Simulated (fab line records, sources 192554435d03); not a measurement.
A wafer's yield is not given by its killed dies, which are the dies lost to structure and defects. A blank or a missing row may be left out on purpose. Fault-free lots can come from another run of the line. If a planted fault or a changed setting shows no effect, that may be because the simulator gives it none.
fab line records	flow n5Finfet
[record] lots = 7	wafers = 39
route steps=1938 shown WELL_APT@26 FIN_SAQP@138 SD_EPI_N@279 SDB@361 MOL_CONTACT_COAG@608 BEOL_M0_SAQP@672 BEOL_M6@1198 BEOL_M8@1348 BEOL_M9@1467 BEOL_M12@1649 BEOL_M13@1707 PASSIVATION@1916
startH: hours from the record's first day to the start of the lot's first wafer shown	waitH: hours elapsed since this lot's preceding step	" as in the row above	L1.1+2: several wafers, shown together as one row	- no value, or no start given	* or withheld: withheld	< > ~ a bound
route shown NAME@n: NAME is a module with steps in the file, n the number in the route of the first one	usual: mean/standard deviation taken from wafers without a fault	same: alike in all rows	chamber/n: place in a boat	sites: per-site readings	_std_site: their standard deviation	_edge_site: mean of outer sites minus mean of inner sites	radiusMm: for every site, how far away it sits from the centre of the wafer	mask NAME#n: copy n	behind: tool/chamber where the wafer was last shaped	hold: why the lot went on hold/how many hours it stayed there/how the hold came to an end	device: the transistor (n, p or np) that didn't switch	end of line: tests of these same wafers at the route's end	for a step that has no rows: nothing shown but its recipe	killed: dies that structure and defects cost at the first sort, which is not the same as the wafer's yield	map: a wafer's dies, marking killed ones x, the rest . and places with no die _
set.NAME: the setting that was run; set.NAME@STEP: the one run at that earlier step	model.NAME: the simulator's own value behind a step, which no gauge read
lots where settings were altered on purpose, with a table for each step and a row for each wafer
[[steps]]
[step N5_WELL_APT_DEVELOP_07]
[recipe] developTimeS = 45	rinseLiquid = surfactantRinse	dry = airSpin	devTempC = 21
[step N5_FIN_SAQP_SPACER2_ALD_28]
[recipe] material = SiO2	targetThkA = 81	tempC = 300	aldPrecursorFamily = BDEAS	aldCoReactant = O2-plasma	pulseTimeS = 1	purgeTimeS = 2	coReactantPurgeTimeS = 2	pressureTorr = 2
[step N5_SD_EPI_N_ETCH_16]
[recipe] chemistry = CHF3/O2	target = SiO2	targetDepthA = 50	maskMaterial = SOC	pressureMtorr = 30	sourceW = 650	biasW = 170	Ar_flow_sccm = 200	CHF3_flow_sccm = 50	O2_flow_sccm = 5	ionEnergyEv = 200
[step N5_SDB_ETCH_18]
[recipe] chemistry = N2/H2	target = SOC	targetDepthA = 1000	overetchA = 200	maskMaterial = SiARC	tempC = 40	timeS = 150	ionEnergyEv = 200	pressureMtorr = 30	sourceW = 840	biasW = 150	n2FlowSccm = 200	h2FlowSccm = 200
[step N5_MOL_CONTACT_COAG_ALD_133]
[recipe] material = SiO2	targetThkA = 50	tempC = 100	aldPrecursorFamily = BDEAS	aldCoReactant = O2-plasma	pulseTimeS = 1	coReactantPulseTimeS = 1	purgeTimeS = 2	coReactantPurgeTimeS = 2	aldCycles = 35	pressureTorr = 2
[step N5_BEOL_M0_SAQP_ETCH_106]
[recipe] chemistry = N2/H2	target = SOC	targetDepthA = 1500	stopOn = SiNx	ionEnergyEv = 100	biasW = 61	pressureMtorr = 30	sourceW = 850	n2FlowSccm = 200	h2FlowSccm = 200
[step N5_BEOL_M6_HM_DEP_02]
[recipe] material = TiN	targetThkA = 200	tempC = 25	chamberPressurePa = 0.49996
[step N5_BEOL_M8_DESCUM_16]
[recipe] chemistry = O2	timeS = 7.9	sourcePowerW = 50	biasPowerW = 20	pressureMtorr = 20	rfFrequencyHz = 2.712e+07	tempC = 40	resist = CAR-ArF	o2FlowSccm = 225
[step N5_BEOL_M9_DEP_56]
[recipe] material = SiCN	targetThkA = 150	tempC = withheld	precursor = 3MS/NH3	pressureTorr = 3	rfW = 202	timeS = 26.5
[step N5_BEOL_M12_SPUTTER_44]
[recipe] material = Ta	targetThkA = 100	tempC = 50	biasV = 80	powerW = 15000	chamberPressurePa = 0.07	timeS = 16.13
[step N5_BEOL_M13_SPUTTER_45]
[recipe] material = Cu	targetThkA = 800	tempC = -20	biasV = 60	powerW = 26000	chamberPressurePa = 0.13	timeS = 13.33
[step N5_PASSIVATION_PECVD_35]
[recipe] material = SiNx	targetThkA = 7000	tempC = 400	precursor = SiH4/NH3/N2	pressureTorr = 4.9	rfW = 1406	timeS = 151.3
[step N5_PASSIVATION_PROBE_49]
[usual] killedAtFrontEnd = 44/12
lot.wafer	tool	chamber	startH	waitH	set.developTimeS@WELL_APT_DEVELOP_07	set.targetThkA@FIN_SAQP_SPACER2_ALD_28	set.targetDepthA@SD_EPI_N_ETCH_16	set.timeS@SDB_ETCH_18	set.aldCycles@MOL_CONTACT_COAG_ALD_133	set.targetDepthA@BEOL_M0_SAQP_ETCH_106	set.targetThkA@BEOL_M6_HM_DEP_02	set.timeS@BEOL_M8_DESCUM_16	set.timeS@BEOL_M9_DEP_56	set.targetThkA@BEOL_M12_SPUTTER_44	set.timeS@BEOL_M13_SPUTTER_45	set.timeS@PASSIVATION_PECVD_35	killedAtFrontEnd
L076.1	prober-02	-	301.94	0.0	45	81	50	150	35	2229	312.1	4.075	26.5	62.06	13.33	151.3	47
L076.2	prober-02	-	301.99	0.1	63.92	81	50	150	35	2229	312.1	7.9	31.22	100	13.33	72.18	33
L076.3	prober-02	-	302.04	0.1	63.92	81	50	150	35	2229	200	4.075	26.5	100	13.33	72.18	32
L076.4	prober-02	-	302.09	0.2	45	81	50	150	35	1500	200	4.075	31.22	62.06	13.33	151.3	40
L076.5	prober-02	-	302.14	0.2	45	81	50	150	35	1500	200	7.9	26.5	100	13.33	151.3	38
L076.6	prober-02	-	302.19	0.3	63.92	81	50	150	35	1500	312.1	7.9	31.22	62.06	13.33	72.18	43
L078.1	prober-01	-	332.36	0.0	45	81	50	109.8	35	1500	200	10.34	26.5	64.38	20.32	151.3	1111
L078.2	prober-01	-	332.41	0.1	26.98	81	50	109.8	35	1500	236.6	7.9	21.68	64.38	13.33	151.3	1114
L078.3	prober-01	-	332.46	0.1	45	95.72	50	109.8	35	1500	236.6	10.34	26.5	100	13.33	151.3	1129
L078.4	prober-01	-	332.51	0.2	45	95.72	50	150	35	1500	200	7.9	26.5	100	20.32	151.3	34
L078.5	prober-01	-	332.56	0.2	26.98	95.72	50	150	35	1500	200	7.9	21.68	64.38	13.33	151.3	59
L078.6	prober-01	-	332.61	0.3	26.98	81	50	150	35	1500	236.6	10.34	21.68	100	20.32	151.3	45
L083.1	prober-02	-	340.32	0.0	19.82	81	37.55	150	35	1796	109.2	7.9	26.5	61.76	10.73	151.3	40
L083.2	prober-02	-	340.37	0.1	19.82	60.34	50	150	35	1500	109.2	7.9	26.5	100	13.33	151.3	46
L083.3	prober-02	-	340.42	0.1	45	60.34	50	150	22	1796	109.2	7.9	12.95	61.76	13.33	151.3	49
L083.4	prober-02	-	340.47	0.2	45	60.34	37.55	150	35	1500	200	7.9	12.95	100	10.73	151.3	33
L083.5	prober-02	-	340.52	0.2	19.82	81	50	150	22	1796	200	7.9	26.5	61.76	13.33	151.3	30
L083.6	prober-02	-	340.57	0.3	45	81	37.55	150	22	1500	200	7.9	12.95	100	10.73	151.3	35
L084.1	prober-01	-	345.08	0.0	45	124.7	37.43	150	44	1500	200	4.194	42.08	100	13.33	151.3	32
L084.2	prober-01	-	345.13	0.1	45	81	37.43	214.8	44	613.4	200	4.194	26.5	100	13.33	151.3	50
L084.3	prober-01	-	345.18	0.1	45	81	50	214.8	44	1500	200	7.9	42.08	100	13.33	67.42	52
L084.4	prober-01	-	345.23	0.2	45	124.7	50	150	35	613.4	200	7.9	42.08	126.1	13.33	67.42	68
L084.5	prober-01	-	345.28	0.2	45	124.7	37.43	214.8	35	613.4	200	4.194	26.5	126.1	13.33	67.42	46
L084.6	prober-01	-	345.33	0.3	45	81	50	150	35	1500	200	7.9	26.5	126.1	13.33	151.3	43
L093.1	prober-02	-	396.18	0.0	45	53.32	66.15	99.79	21	1500	121.6	7.9	26.5	100	13.33	151.3	1098
L093.2	prober-02	-	396.23	0.1	45	53.32	66.15	150	35	1500	200	3.785	26.5	100	13.33	208.9	21
L093.3	prober-02	-	396.28	0.1	45	81	50	99.79	21	1500	121.6	3.785	26.5	45.35	21.24	208.9	1131
L093.4	prober-02	-	396.33	0.2	45	81	66.15	150	21	1500	200	3.785	26.5	45.35	13.33	151.3	44
L093.5	prober-02	-	396.38	0.2	45	53.32	50	99.79	35	1500	200	7.9	26.5	100	21.24	208.9	1109
L093.6	prober-02	-	396.43	0.3	45	81	50	150	35	1500	121.6	7.9	26.5	45.35	21.24	151.3	40
L094.1	prober-01	-	418.77	0.0	45	53.09	50	78.5	18	1500	200	11.36	26.5	71.24	13.33	151.3	1122
L094.2	prober-01	-	418.82	0.1	45	53.09	50	150	35	1500	277.6	11.36	26.5	100	13.33	190.2	36
L094.3	prober-01	-	418.87	0.1	45	81	50	150	35	1500	200	7.9	26.5	100	13.33	190.2	50
L094.4	prober-01	-	418.92	0.2	45	81	50	150	18	1500	277.6	11.36	26.5	71.24	17.24	190.2	30
L094.5	prober-01	-	418.97	0.2	45	53.09	50	78.5	35	1500	200	7.9	26.5	100	17.24	151.3	1129
L094.6	prober-01	-	419.02	0.3	45	81	50	78.5	18	1500	277.6	7.9	26.5	71.24	17.24	151.3	1140
L096.3	prober-02	-	429.72	0.1	45	81	50	150	35	1500	200	7.9	26.5	100	13.33	151.3	36
L096.5	prober-02	-	429.82	0.2	45	81	50	150	35	1500	200	7.9	26.5	100	13.33	151.3	59
L096.6	prober-02	-	429.87	0.3	45	81	50	150	35	1500	200	7.9	26.5	100	13.33	151.3	53
// killed by level:class
L076.1 BEOL_M6:areaOpen=987 MOL_CONTACT_COAG:geometricParticle:open=19 FIN_SAQP:geometricParticle:open=13 BEOL_M4:geometricParticle:open=10 FIN_SAQP:geometricParticle:short=8 STI_FIN_REVEAL:geometricParticle:open=8 BEOL_M0_SAQP:geometricParticle:open=6 MOL_CONTACT_COAG:geometricParticle:short=5
L076.2 BEOL_M6:areaOpen=1090 BEOL_M4:geometricParticle:open=13 MOL_CONTACT_COAG:geometricParticle:open=8 BEOL_M0_SAQP:geometricParticle:open=8 FIN_SAQP:geometricParticle:short=6 GATE_CUT:geometricParticle:short=6 FIN_SAQP:geometricParticle:open=5 BEOL_M0_SAQP:geometricParticle:short=5
L076.3 MOL_CONTACT_COAG:geometricParticle:open=10 FIN_SAQP:geometricParticle:open=8 BEOL_M0_SAQP:geometricParticle:open=7 DUMMY_GATE:geometricParticle:open=6 BEOL_M4:geometricParticle:open=6 STI_FIN_REVEAL:geometricParticle:open=5 BEOL_M3:geometricParticle:open=5 GATE_CUT:geometricParticle:short=4
L076.4 FIN_SAQP:geometricParticle:open=16 MOL_CONTACT_COAG:geometricParticle:open=11 FIN_SAQP:geometricParticle:short=10 BEOL_M4:geometricParticle:open=8 DUMMY_GATE:geometricParticle:open=4 BEOL_M1:geometricParticle:open=4 BEOL_M5:geometricParticle:open=3 GATE_CUT:geometricParticle:short=2
L076.5 FIN_SAQP:geometricParticle:open=15 MOL_CONTACT_COAG:geometricParticle:open=12 BEOL_M3:geometricParticle:open=8 FIN_SAQP:geometricParticle:short=7 STI_FIN_REVEAL:geometricParticle:open=7 BEOL_M0_SAQP:geometricParticle:short=7 BEOL_M4:geometricParticle:open=5 BEOL_M4:geometricParticle:short=4
L076.6 BEOL_M6:areaOpen=1025 MOL_CONTACT_COAG:geometricParticle:open=25 FIN_SAQP:geometricParticle:open=12 DUMMY_GATE:geometricParticle:open=7 BEOL_M4:geometricParticle:open=7 MOL_CONTACT_COAG:geometricParticle:short=5 STI_FIN_REVEAL:geometricParticle:open=5 BEOL_M0_SAQP:geometricParticle:short=5
L078.1 SDB:areaEtch=1063 FIN_SAQP:geometricParticle:open=10 BEOL_M0_SAQP:geometricParticle:open=10 STI_FIN_REVEAL:geometricParticle:open=9 DUMMY_GATE:geometricParticle:open=9 BEOL_M1:geometricParticle:open=9 BEOL_M4:geometricParticle:open=8 FIN_SAQP:geometricParticle:short=7
L078.2 SDB:areaEtch=1070 BEOL_M4:geometricParticle:open=16 FIN_SAQP:geometricParticle:short=14 FIN_SAQP:geometricParticle:open=8 BEOL_M2:geometricParticle:open=6 DUMMY_GATE:geometricParticle:open=5 BEOL_M3:geometricParticle:open=4 MOL_CONTACT_COAG:geometricParticle:open=4
L078.3 SDB:areaEtch=1093 FIN_SAQP:geometricParticle:open=10 FIN_SAQP:geometricParticle:short=8 BEOL_M0_SAQP:geometricParticle:short=7 GATE_CUT:geometricParticle:short=7 MOL_CONTACT_COAG:geometricParticle:open=6 BEOL_M0_SAQP:geometricParticle:open=5 STI_FIN_REVEAL:geometricParticle:open=4
L078.4 BEOL_M2:geometricParticle:open=8 STI_FIN_REVEAL:geometricParticle:open=7 DUMMY_GATE:geometricParticle:open=7 BEOL_M1:geometricParticle:open=6 FIN_SAQP:geometricParticle:open=5 FIN_SAQP:geometricParticle:short=4 MOL_CONTACT_COAG:geometricParticle:open=4 GATE_CUT:geometricParticle:short=3
L078.5 FIN_SAQP:geometricParticle:short=15 FIN_SAQP:geometricParticle:open=11 STI_FIN_REVEAL:geometricParticle:open=10 BEOL_M2:geometricParticle:open=8 BEOL_M1:geometricParticle:open=7 BEOL_M4:geometricParticle:open=6 BEOL_M5:geometricParticle:open=6 DUMMY_GATE:geometricParticle:open=5
L078.6 FIN_SAQP:geometricParticle:open=11 STI_FIN_REVEAL:geometricParticle:open=11 BEOL_M1:geometricParticle:open=11 BEOL_M4:geometricParticle:open=8 DUMMY_GATE:geometricParticle:open=6 BEOL_M0_SAQP:geometricParticle:short=6 FIN_SAQP:geometricParticle:short=5 MOL_CONTACT_COAG:geometricParticle:open=5
L083.1 FIN_SAQP:geometricParticle:open=15 BEOL_M0_SAQP:geometricParticle:short=13 FIN_SAQP:geometricParticle:short=8 MOL_CONTACT_COAG:geometricParticle:open=7 BEOL_M0_SAQP:geometricParticle:open=7 BEOL_M2:geometricParticle:open=5 STI_FIN_REVEAL:geometricParticle:open=5 BEOL_M1:geometricParticle:open=5
L083.2 STI_FIN_REVEAL:geometricParticle:open=14 MOL_CONTACT_COAG:geometricParticle:open=10 BEOL_M0_SAQP:geometricParticle:open=10 FIN_SAQP:geometricParticle:short=8 FIN_SAQP:geometricParticle:open=7 BEOL_M0_SAQP:geometricParticle:short=7 BEOL_M3:geometricParticle:open=7 BEOL_M2:geometricParticle:open=6
L083.3 MOL_CONTACT_COAG:areaAld=1041 FIN_SAQP:geometricParticle:open=11 FIN_SAQP:geometricParticle:short=11 STI_FIN_REVEAL:geometricParticle:open=9 MOL_CONTACT_COAG:geometricParticle:open=7 STI_FIN_REVEAL:geometricParticle:short=6 BEOL_M0_SAQP:geometricParticle:open=6 BEOL_M5:geometricParticle:open=5
L083.4 MOL_CONTACT_COAG:geometricParticle:open=12 FIN_SAQP:geometricParticle:open=8 FIN_SAQP:geometricParticle:short=8 BEOL_M13:interfaceVoidOpened=5 MOL_CONTACT_COAG:geometricParticle:short=4 BEOL_M0_SAQP:geometricParticle:short=4 STI_FIN_REVEAL:geometricParticle:open=3 PASS1_CAP:geometricParticle:short=3
L083.5 MOL_CONTACT_COAG:areaAld=1037 MOL_CONTACT_COAG:geometricParticle:open=16 BEOL_M0_SAQP:geometricParticle:open=14 BEOL_M0_SAQP:geometricParticle:short=11 FIN_SAQP:geometricParticle:short=10 MOL_CONTACT_COAG:geometricParticle:short=5 GATE_CUT:geometricParticle:short=4 BEOL_M1:geometricParticle:open=4
L083.6 MOL_CONTACT_COAG:areaAld=1035 FIN_SAQP:geometricParticle:short=13 BEOL_M0_SAQP:geometricParticle:open=10 BEOL_M0_SAQP:geometricParticle:short=8 MOL_CONTACT_COAG:geometricParticle:open=6 BEOL_M2:geometricParticle:open=6 BEOL_M3:geometricParticle:open=6 FIN_SAQP:geometricParticle:open=5
L084.1 MOL_CONTACT_COAG:areaAld=381 BEOL_M2:geometricParticle:open=23 MOL_CONTACT_COAG:geometricParticle:open=15 BEOL_M4:geometricParticle:open=12 BEOL_M0_SAQP:geometricParticle:open=10 BEOL_M0_SAQP:geometricParticle:short=10 FIN_SAQP:geometricParticle:open=7 FIN_SAQP:geometricParticle:short=6
L084.2 MOL_CONTACT_COAG:areaAld=369 MOL_CONTACT_COAG:geometricParticle:open=24 FIN_SAQP:geometricParticle:open=14 BEOL_M4:geometricParticle:open=14 BEOL_M2:geometricParticle:open=13 FIN_SAQP:geometricParticle:short=12 BEOL_M0_SAQP:geometricParticle:short=7 MOL_CONTACT_COAG:geometricParticle:short=6
L084.3 MOL_CONTACT_COAG:areaAld=347 BEOL_M2:geometricParticle:open=21 MOL_CONTACT_COAG:geometricParticle:open=17 STI_FIN_REVEAL:geometricParticle:open=12 BEOL_M4:geometricParticle:open=9 FIN_SAQP:geometricParticle:open=7 DUMMY_GATE:geometricParticle:open=6 BEOL_M0_SAQP:geometricParticle:short=6
L084.4 MOL_CONTACT_COAG:geometricParticle:open=31 STI_FIN_REVEAL:geometricParticle:open=16 BEOL_M2:geometricParticle:open=13 MOL_CONTACT_COAG:geometricParticle:short=13 FIN_SAQP:geometricParticle:open=12 BEOL_M4:geometricParticle:open=10 FIN_SAQP:geometricParticle:short=8 HKMG_FIN:areaEtch=8
L084.5 BEOL_M2:geometricParticle:open=16 MOL_CONTACT_COAG:geometricParticle:open=15 FIN_SAQP:geometricParticle:short=8 BEOL_M4:geometricParticle:open=7 GATE_CUT:geometricParticle:short=7 DUMMY_GATE:geometricParticle:open=5 GATE_CUT:geometricParticle:open=5 BEOL_M1:geometricParticle:open=5
L084.6 BEOL_M2:geometricParticle:open=20 MOL_CONTACT_COAG:geometricParticle:open=17 BEOL_M1:geometricParticle:short=10 MOL_CONTACT_COAG:geometricParticle:short=9 FIN_SAQP:geometricParticle:short=8 STI_FIN_REVEAL:geometricParticle:open=7 BEOL_M4:geometricParticle:open=7 DUMMY_GATE:geometricParticle:open=6
L093.1 SDB:areaEtch=1061 BEOL_M2:geometricParticle:open=14 STI_FIN_REVEAL:geometricParticle:open=12 BEOL_M4:geometricParticle:open=11 BEOL_M0:geometricParticle:open=11 BEOL_M3:geometricParticle:open=11 FIN_SAQP:geometricParticle:short=7 MOL_CONTACT_COAG:geometricParticle:open=6
L093.2 PASSIVATION:areaPecvd=1074 BEOL_M2:geometricParticle:open=10 FIN_SAQP:geometricParticle:short=7 BEOL_M2:geometricParticle:short=7 MOL_CONTACT_COAG:geometricParticle:open=7 BEOL_M5:geometricParticle:open=7 BEOL_M0:geometricParticle:open=5 BEOL_M3:geometricParticle:open=5
L093.3 SDB:areaEtch=1097 FIN_SAQP:geometricParticle:open=6 STI_FIN_REVEAL:geometricParticle:open=6 BEOL_M0_SAQP:geometricParticle:short=6 BEOL_M2:geometricParticle:open=5 BEOL_M3:geometricParticle:open=5 DUMMY_GATE:geometricParticle:short=4 BEOL_M0_SAQP:geometricParticle:open=4
L093.4 MOL_CONTACT_COAG:areaAld=1071 FIN_SAQP:geometricParticle:open=10 FIN_SAQP:geometricParticle:short=9 MOL_CONTACT_COAG:geometricParticle:open=9 BEOL_M2:geometricParticle:open=7 DUMMY_GATE:geometricParticle:open=5 BEOL_M0_SAQP:geometricParticle:open=5 BEOL_M3:geometricParticle:open=4
L093.5 SDB:areaEtch=1084 MOL_CONTACT_COAG:geometricParticle:open=14 FIN_SAQP:geometricParticle:open=8 BEOL_M4:geometricParticle:open=7 BEOL_M2:geometricParticle:open=7 MIM_BOT:geometricParticle:short=6 FIN_SAQP:geometricParticle:short=5 BEOL_M0_SAQP:geometricParticle:open=5
L093.6 DUMMY_GATE:geometricParticle:open=12 MOL_CONTACT_COAG:geometricParticle:open=10 BEOL_M3:geometricParticle:open=10 FIN_SAQP:geometricParticle:open=7 BEOL_M2:geometricParticle:open=5 BEOL_M0_SAQP:geometricParticle:open=5 STI_FIN_REVEAL:geometricParticle:open=4 BEOL_M0:geometricParticle:short=4
L094.1 SDB:areaEtch=1091 FIN_SAQP:geometricParticle:open=15 BEOL_M2:geometricParticle:open=10 MOL_CONTACT_COAG:geometricParticle:open=7 BEOL_M0_SAQP:geometricParticle:open=7 BEOL_M0_SAQP:geometricParticle:short=7 STI_FIN_REVEAL:geometricParticle:short=4 FIN_SAQP:geometricParticle:short=3
L094.2 PASSIVATION:areaPecvd=1010 BEOL_M6:areaOpen=75 FIN_SAQP:geometricParticle:open=9 MOL_CONTACT_COAG:geometricParticle:open=8 DUMMY_GATE:geometricParticle:open=7 BEOL_M0_SAQP:geometricParticle:short=7 BEOL_M3:geometricParticle:open=7 STI_FIN_REVEAL:geometricParticle:open=6
L094.3 PASSIVATION:areaPecvd=1078 FIN_SAQP:geometricParticle:open=21 STI_FIN_REVEAL:geometricParticle:open=8 DUMMY_GATE:geometricParticle:open=8 MOL_CONTACT_COAG:geometricParticle:open=6 BEOL_M1:geometricParticle:open=6 BEOL_M0_SAQP:geometricParticle:open=5 BEOL_M0_SAQP:geometricParticle:short=5
L094.4 MOL_CONTACT_COAG:areaAld=1091 MOL_CONTACT_COAG:geometricParticle:open=13 BEOL_M0_SAQP:geometricParticle:open=9 BEOL_M0_SAQP:geometricParticle:short=8 BEOL_M2:geometricParticle:open=8 FIN_SAQP:geometricParticle:open=6 STI_FIN_REVEAL:geometricParticle:open=6 FIN_SAQP:geometricParticle:short=5
L094.5 SDB:areaEtch=1099 BEOL_M2:geometricParticle:open=12 STI_FIN_REVEAL:geometricParticle:open=10 BEOL_M0_SAQP:geometricParticle:short=8 MOL_CONTACT_COAG:geometricParticle:open=5 FIN_SAQP:geometricParticle:open=4 BEOL_M0_SAQP:geometricParticle:open=4 BEOL_M1:geometricParticle:open=4
L094.6 SDB:areaEtch=1107 FIN_SAQP:geometricParticle:open=11 MOL_CONTACT_COAG:geometricParticle:open=11 FIN_SAQP:geometricParticle:short=5 BEOL_M0:geometricParticle:open=4 BEOL_M4:geometricParticle:open=4 ILD0:geometricParticle:short=3 BEOL_M2:geometricParticle:open=3
L096.3 MOL_CONTACT_COAG:geometricParticle:open=18 STI_FIN_REVEAL:geometricParticle:open=12 FIN_SAQP:geometricParticle:open=5 BEOL_M0_SAQP:geometricParticle:short=5 BEOL_M1:geometricParticle:open=5 BEOL_M5:geometricParticle:open=5 BEOL_M2:geometricParticle:open=4 FIN_SAQP:geometricParticle:short=3
L096.5 FIN_SAQP:geometricParticle:open=15 MOL_CONTACT_COAG:geometricParticle:open=15 STI_FIN_REVEAL:geometricParticle:open=14 BEOL_M0_SAQP:geometricParticle:short=9 FIN_SAQP:geometricParticle:short=8 BEOL_M2:geometricParticle:open=7 DUMMY_GATE:geometricParticle:open=6 BEOL_M3:geometricParticle:open=6
L096.6 FIN_SAQP:geometricParticle:open=16 FIN_SAQP:geometricParticle:short=10 STI_FIN_REVEAL:geometricParticle:open=7 BEOL_M0_SAQP:geometricParticle:open=7 HKMG_FIN:areaEtch=7 MOL_CONTACT_COAG:geometricParticle:open=6 BEOL_M2:geometricParticle:open=6 BEOL_M3:geometricParticle:open=4
[[key]]
[split] step = N5_WELL_APT_DEVELOP_07	setting = developTimeS	statedAs = 45
response none clear
[split] step = N5_FIN_SAQP_SPACER2_ALD_28	setting = targetThkA	statedAs = 81
response none clear
[split] step = N5_SD_EPI_N_ETCH_16	setting = targetDepthA	statedAs = 50
response none clear
[split] step = N5_SDB_ETCH_18	setting = timeS	statedAs = 150
[response] step = N5_PASSIVATION_PROBE_49	reading = killedAtFrontEnd	slope = -17	per = 1%	togetherWith = all	explained = 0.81
[split] step = N5_MOL_CONTACT_COAG_ALD_133	setting = aldCycles	statedAs = 35
response none clear
[split] step = N5_BEOL_M0_SAQP_ETCH_106	setting = targetDepthA	statedAs = 1500
response none clear
[split] step = N5_BEOL_M6_HM_DEP_02	setting = targetThkA	statedAs = 200
response none clear
[split] step = N5_BEOL_M8_DESCUM_16	setting = timeS	statedAs = 7.9
response none clear
[split] step = N5_BEOL_M9_DEP_56	setting = timeS	statedAs = 26.5
response none clear
[split] step = N5_BEOL_M12_SPUTTER_44	setting = targetThkA	statedAs = 100
response none clear
[split] step = N5_BEOL_M13_SPUTTER_45	setting = timeS	statedAs = 13.33
response none clear
[split] step = N5_PASSIVATION_PECVD_35	setting = timeS	statedAs = 151.3
response none clear
